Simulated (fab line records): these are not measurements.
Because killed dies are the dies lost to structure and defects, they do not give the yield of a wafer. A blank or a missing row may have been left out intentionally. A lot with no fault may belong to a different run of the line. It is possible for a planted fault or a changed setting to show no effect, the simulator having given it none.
What tool caused it?    flow n5 finfet    Sampling: 24 lots, 72 wafers, 6 of 1938 route steps

WHAT EACH GAUGE READ, for each wafer
Not one reading of a measure or inspect step in the record can be checked against a usual standard deviation.

EACH LOT AND THE TOOL THAT RAN IT (in order: tool; ch and the chambers of the sampled wafers; start)
lot   N5_BEOL_M8_DESCUM_33                N5_BEOL_M8_PRE_CLEAN_45       N5_BEOL_M8_SURFACE_TREAT_79   N5_BEOL_M9_CURE_72             N5_BEOL_M9_PRE_CLEAN_45       N5_BEOL_M9_DEP_56
L074  rie diel-05 ch 0,2,3, day 8 22:41   pvd sputter-01, day 8 23:58   pvd sputter-01, day 9 01:56   uv cure-03 ch 1, day 9 06:55   pvd sputter-01, day 9 08:25   pecvd-02 ch 0,1, day 9 10:58
L075  rie diel-04 ch 1,3, day 9 18:23     pvd sputter-01, day 9 19:28   pvd sputter-01, day 9 19:58   uv cure-02 ch 1, day 10 03:04  pvd sputter-01, day 10 03:43  pecvd-02 ch 0,1,2, day 10 05:11
L076  rie diel-04 ch 0,1, day 9 20:27     pvd sputter-02, day 9 21:31   pvd sputter-02, day 9 21:59   uv cure-02 ch 1, day 10 03:28  pvd sputter-02, day 10 04:26  pecvd-03 ch 0,2, day 10 07:13
L077  rie diel-01 ch 1,2,3, day 9 21:13   pvd sputter-03, day 10 00:07  pvd sputter-03, day 10 00:31  uv cure-03 ch 1, day 10 06:13  pvd sputter-03, day 10 06:40  pecvd-03 ch 0,1, day 10 08:16
L078  rie diel-01 ch 0,1,2, day 10 00:02  pvd sputter-01, day 10 01:08  pvd sputter-03, day 10 01:42  uv cure-02 ch 0, day 10 07:04  pvd sputter-03, day 10 07:37  pecvd-03 ch 1,2, day 10 09:17
L079  rie diel-05 ch 1,2,3, day 10 10:54  pvd sputter-01, day 10 12:01  pvd sputter-02, day 10 12:58  uv cure-02 ch 1, day 10 18:52  pvd sputter-03, day 10 20:37  pecvd-02 ch 0,1,2, day 10 22:27
L080  rie diel-05 ch 0,3, day 10 20:03    pvd sputter-03, day 10 21:15  pvd sputter-03, day 10 21:55  uv cure-02 ch 1, day 11 05:13  pvd sputter-03, day 11 05:35  pecvd-02 ch 0,1, day 11 07:31
L082  rie diel-04 ch 1,2, day 10 20:23    pvd sputter-02, day 10 21:24  pvd sputter-03, day 10 22:13  uv cure-01 ch 2, day 11 05:26  pvd sputter-03, day 11 05:50  pecvd-02 ch 0,2, day 11 08:14
L081  rie diel-05 ch 0,1,3, day 11 05:05  pvd sputter-02, day 11 06:04  pvd sputter-02, day 11 06:43  uv cure-02 ch 2, day 11 13:44  pvd sputter-03, day 11 14:14  pecvd-01 ch 0,1, day 11 15:50
L083  rie diel-01 ch 0,1, day 11 05:10    pvd sputter-02, day 11 06:11  pvd sputter-01, day 11 06:56  uv cure-02 ch 2, day 11 14:20  pvd sputter-03, day 11 14:46  pecvd-03 ch 0,2, day 11 17:52
L085  rie diel-01 ch 1,2,3, day 11 20:19  pvd sputter-03, day 11 21:29  pvd sputter-02, day 11 21:58  uv cure-02 ch 2, day 12 07:05  pvd sputter-03, day 12 07:48  pecvd-03 ch 0,1,2, day 12 10:35
L084  rie diel-01 ch 1,3, day 11 20:43    pvd sputter-02, day 11 21:48  pvd sputter-01, day 11 22:11  uv cure-03 ch 0, day 12 07:40  pvd sputter-03, day 12 07:59  pecvd-01 ch 1,2, day 12 10:57
L087  rie diel-05 ch 0,3, day 12 13:09    pvd sputter-01, day 12 14:08  pvd sputter-02, day 12 15:56  uv cure-01 ch 0, day 12 22:38  pvd sputter-01, day 12 23:29  pecvd-03 ch 0,1, day 13 01:09
L086  rie diel-01 ch 0,1,2, day 12 16:14  pvd sputter-01, day 12 17:35  pvd sputter-03, day 12 19:22  uv cure-01 ch 2, day 13 01:35  pvd sputter-03, day 13 02:21  pecvd-01 ch 0,1,2, day 13 04:22
L089  rie diel-01 ch 0,1, day 12 19:37    pvd sputter-02, day 12 20:59  pvd sputter-03, day 12 21:23  uv cure-02 ch 2, day 13 03:02  pvd sputter-02, day 13 03:53  pecvd-03 ch 0,2, day 13 06:19
L090  rie diel-04 ch 0,2, day 12 22:47    pvd sputter-01, day 13 00:08  pvd sputter-01, day 13 00:31  uv cure-03 ch 0, day 13 05:18  pvd sputter-03, day 13 05:45  pecvd-01 ch 0,1, day 13 07:17
L088  rie diel-01 ch 1,2, day 12 23:29    pvd sputter-01, day 13 00:35  pvd sputter-01, day 13 01:03  uv cure-03 ch 1, day 13 08:50  pvd sputter-01, day 13 09:14  pecvd-03 ch 0,1, day 13 10:58
L091  rie diel-01 ch 1,3, day 13 10:29    pvd sputter-03, day 13 12:38  pvd sputter-01, day 13 12:59  uv cure-03 ch 2, day 13 21:13  pvd sputter-03, day 13 21:41  pecvd-03 ch 0,2, day 14 00:50
L092  rie diel-01 ch 1,2,3, day 13 20:25  pvd sputter-03, day 13 21:28  pvd sputter-01, day 13 21:50  uv cure-01 ch 0, day 14 03:19  pvd sputter-03, day 14 03:35  pecvd-02 ch 0,2, day 14 06:19
L094  rie diel-01 ch 1,2,3, day 13 23:57  pvd sputter-01, day 14 01:16  pvd sputter-03, day 14 01:41  uv cure-03 ch 0, day 14 09:26  pvd sputter-01, day 14 09:57  pecvd-02 ch 0,1, day 14 12:04
L093  rie diel-04 ch 0,2,3, day 14 02:09  pvd sputter-03, day 14 03:14  pvd sputter-03, day 14 03:37  uv cure-01 ch 1, day 14 12:16  pvd sputter-03, day 14 13:00  pecvd-01 ch 0,1,2, day 14 14:37
L095  rie diel-05 ch 0,1,3, day 14 05:26  pvd sputter-01, day 14 06:35  pvd sputter-01, day 14 09:17  uv cure-01 ch 2, day 14 16:05  pvd sputter-01, day 14 16:29  pecvd-02 ch 0,1, day 14 18:38
L096  rie diel-04 ch 0,1,2, day 14 13:46  pvd sputter-02, day 14 16:02  pvd sputter-02, day 14 16:25  uv cure-01 ch 2, day 14 23:07  pvd sputter-01, day 14 23:30  pecvd-03 ch 0,1,2, day 15 00:57
L097  rie diel-04 ch 0,1,2, day 15 08:34  pvd sputter-01, day 15 09:38  pvd sputter-01, day 15 10:00  uv cure-02 ch 1, day 15 19:37  pvd sputter-02, day 15 20:00  pecvd-02 ch 0,1, day 15 21:58
- N5_BEOL_M8_DESCUM_33: chemistry O2, time 7 s.
- N5_BEOL_M8_PRE_CLEAN_45: time 30 s.
- N5_BEOL_M8_SURFACE_TREAT_79
- N5_BEOL_M9_CURE_72: cures SiCOH lowk, time 120 s.
- N5_BEOL_M9_PRE_CLEAN_45: time 30 s.
- N5_BEOL_M9_DEP_56: deposits SiCN from 3MS/NH3, target thk 15 nm, time 26.5 s.

WHAT THE TOOLS THEMSELVES READ (means of the sampled wafers that have a number; where no wafer has one, the mark that the record gives instead)
N5_BEOL_M8_DESCUM_33. Usual: drypump motor current A 6.0 A, standard deviation 0.54; oes product au 0.79 a.u., standard deviation 0.084; rf vpp V 243.4 V, standard deviation 1.2; showerhead plenum p Torr 2.11 Torr, standard deviation 0.063; temp c 40.02 C, standard deviation 0.1; throttle valve pct 20.46 %, standard deviation 0.29.
lot   tool         drypump motor current A (A)  oes product au (a.u.)  rf vpp V (V)  showerhead plenum p Torr (Torr)  temp c (C)  throttle valve pct (%)  flag
L074  rie diel-05  5.9                          0.79                   243.0         2.10                             39.98       20.40                   
L075  rie diel-04  5.6                          0.73                   243.4         2.14                             40.02       20.35                   
L076  rie diel-04  6.0                          0.74                   242.7         2.05                             40.12       20.55                   
L077  rie diel-01  6.1                          0.75                   242.9         2.07                             39.94       20.59                   
L078  rie diel-01  6.2                          0.81                   243.0         2.11                             40.06       20.65                   
L079  rie diel-05  6.1                          0.82                   243.9         2.14                             39.97       20.39                   
L080  rie diel-05  5.5                          0.77                   243.8         2.13                             40.03       20.48                   
L082  rie diel-04  5.8                          0.85                   243.7         2.12                             40.02       20.18                   
L081  rie diel-05  5.8                          0.82                   242.8         2.11                             40.12       20.34                   
L083  rie diel-01  6.2                          0.84                   243.1         2.12                             40.10       20.78                   
L085  rie diel-01  6.1                          0.74                   242.4         2.06                             39.96       20.62                   
L084  rie diel-01  6.1                          0.78                   242.4         2.08                             39.97       20.72                   
L087  rie diel-05  5.6                          0.76                   244.2         2.13                             40.07       20.51                   
L086  rie diel-01  6.2                          0.78                   243.5         2.10                             40.02       20.71                   
L089  rie diel-01  6.2                          0.83                   243.2         2.12                             40.06       20.81                   
L090  rie diel-04  6.0                          0.90                   244.7         2.16                             39.96       19.94                   
L088  rie diel-01  6.6                          0.77                   243.9         2.10                             40.05       20.74                   
L091  rie diel-01  5.6                          0.94                   244.4         2.20                             40.06       20.37                   
L092  rie diel-01  6.1                          0.82                   243.4         2.14                             40.12       20.52                   
L094  rie diel-01  6.1                          0.82                   244.3         2.14                             40.06       20.50                   
L093  rie diel-04  6.0                          0.82                   244.5         2.17                             39.94       20.05                   
L095  rie diel-05  5.8                          0.79                   243.1         2.11                             40.02       20.37                   
L096  rie diel-04  6.0                          0.83                   243.8         2.14                             39.97       20.21                   
L097  rie diel-04  6.0                          0.81                   243.6         2.14                             39.88       20.22                   

N5_BEOL_M8_PRE_CLEAN_45. Usual: heater power w at 326 W, with a standard deviation of 40.
lot   tool            heater power w (W)  flag
L074  pvd sputter-01  324                 
L075  pvd sputter-01  351                 
L076  pvd sputter-02  318                 
L077  pvd sputter-03  303                 
L078  pvd sputter-01  383                 
L079  pvd sputter-01  344                 
L080  pvd sputter-03  320                 
L082  pvd sputter-02  294                 
L081  pvd sputter-02  291                 
L083  pvd sputter-02  291                 
L085  pvd sputter-03  317                 
L084  pvd sputter-02  309                 
L087  pvd sputter-01  319                 
L086  pvd sputter-01  317                 
L089  pvd sputter-02  291                 
L090  pvd sputter-01  355                 
L088  pvd sputter-01  348                 
L091  pvd sputter-03  343                 
L092  pvd sputter-03  340                 
L094  pvd sputter-01  360                 
L093  pvd sputter-03  324                 
L095  pvd sputter-01  339                 
L096  pvd sputter-02  264                 
L097  pvd sputter-01  341                 

N5_BEOL_M9_CURE_72. Usual: lamp power pct 52.32 %, standard deviation 0.055; wafer_temp_C_max 371.6, standard deviation 0.53.
lot   tool        lamp power pct (%)  wafer_temp_C_max  flag
L074  uv cure-03  52.40               372.6             
L075  uv cure-02  52.30               371.0             
L076  uv cure-02  52.33               371.4             
L077  uv cure-03  52.32               372.1             
L078  uv cure-02  52.33               372.3             
L079  uv cure-02  52.29               371.0             
L080  uv cure-02  52.30               370.8             
L082  uv cure-01  52.31               371.4             
L081  uv cure-02  52.30               371.4             
L083  uv cure-02  52.35               371.7             
L085  uv cure-02  52.31               371.3             
L084  uv cure-03  52.31               372.2             
L087  uv cure-01  52.30               371.2             
L086  uv cure-01  52.25               371.6             
L089  uv cure-02  52.38               371.8             
L090  uv cure-03  52.30               372.0             
L088  uv cure-03  52.31               372.3             
L091  uv cure-03  52.30               372.0             
L092  uv cure-01  52.32               371.4             
L094  uv cure-03  52.30               371.7             
L093  uv cure-01  52.24               371.2             
L095  uv cure-01  52.33               371.6             
L096  uv cure-01  52.30               371.6             
L097  uv cure-02  52.33               371.2             

N5_BEOL_M9_PRE_CLEAN_45. Usual: heater power w at 330 W, with a standard deviation of 31.
lot   tool            heater power w (W)  flag
L074  pvd sputter-01  336                 
L075  pvd sputter-01  373                 
L076  pvd sputter-02  291                 
L077  pvd sputter-03  322                 
L078  pvd sputter-03  326                 
L079  pvd sputter-03  324                 
L080  pvd sputter-03  337                 
L082  pvd sputter-03  337                 
L081  pvd sputter-03  342                 
L083  pvd sputter-03  333                 
L085  pvd sputter-03  304                 
L084  pvd sputter-03  326                 
L087  pvd sputter-01  311                 
L086  pvd sputter-03  333                 
L089  pvd sputter-02  294                 
L090  pvd sputter-03  320                 
L088  pvd sputter-01  365                 
L091  pvd sputter-03  324                 
L092  pvd sputter-03  342                 
L094  pvd sputter-01  351                 
L093  pvd sputter-03  319                 
L095  pvd sputter-01  355                 
L096  pvd sputter-01  373                 
L097  pvd sputter-02  296                 

N5_BEOL_M9_DEP_56. Usual: showerhead plenum p Torr 3.666 Torr, standard deviation 0.012; throttle valve pct 9.1 %, standard deviation 0.53.
lot   tool      showerhead plenum p Torr (Torr)  throttle valve pct (%)  flag
L074  pecvd-02  3.668                            9.6                     
L075  pecvd-02  3.672                            9.4                     
L076  pecvd-03  3.669                            8.9                     
L077  pecvd-03  3.670                            8.8                     
L078  pecvd-03  3.666                            8.8                     
L079  pecvd-02  3.670                            9.5                     
L080  pecvd-02  3.665                            9.8                     
L082  pecvd-02  3.675                            9.7                     
L081  pecvd-01  3.663                            8.9                     
L083  pecvd-03  3.670                            8.9                     
L085  pecvd-03  3.665                            8.9                     
L084  pecvd-01  3.644                            8.6                     
L087  pecvd-03  3.665                            9.0                     
L086  pecvd-01  3.665                            8.7                     
L089  pecvd-03  3.658                            8.8                     
L090  pecvd-01  3.672                            8.8                     
L088  pecvd-03  3.663                            9.0                     
L091  pecvd-03  3.666                            8.9                     
L092  pecvd-02  3.673                            9.8                     
L094  pecvd-02  3.663                            9.7                     
L093  pecvd-01  3.653                            8.5                     
L095  pecvd-02  3.673                            9.9                     
L096  pecvd-03  3.662                            8.9                     
L097  pecvd-02  3.675                            10.0                    

THE ANSWER, worked out from the rows above alone
Rule: lot off if the mean of its wafers having a number is beyond 3 standard deviations from the usual mean. A lot without any number at a reading at which 4 lots or more have one is off too. All remaining lots with rows at the step are treated as sound. After the gauges, taken in route order, come the tools' own readings; for these a lot's mean is taken, as printed above. The first step at which some lot is off is used, and at that step the reading that is off furthest; a lot without a number counts as furthest.
Across all readings shown, no lot is off: no conclusion can be drawn from this.

WHAT THE SIMULATOR HAD PUT IN
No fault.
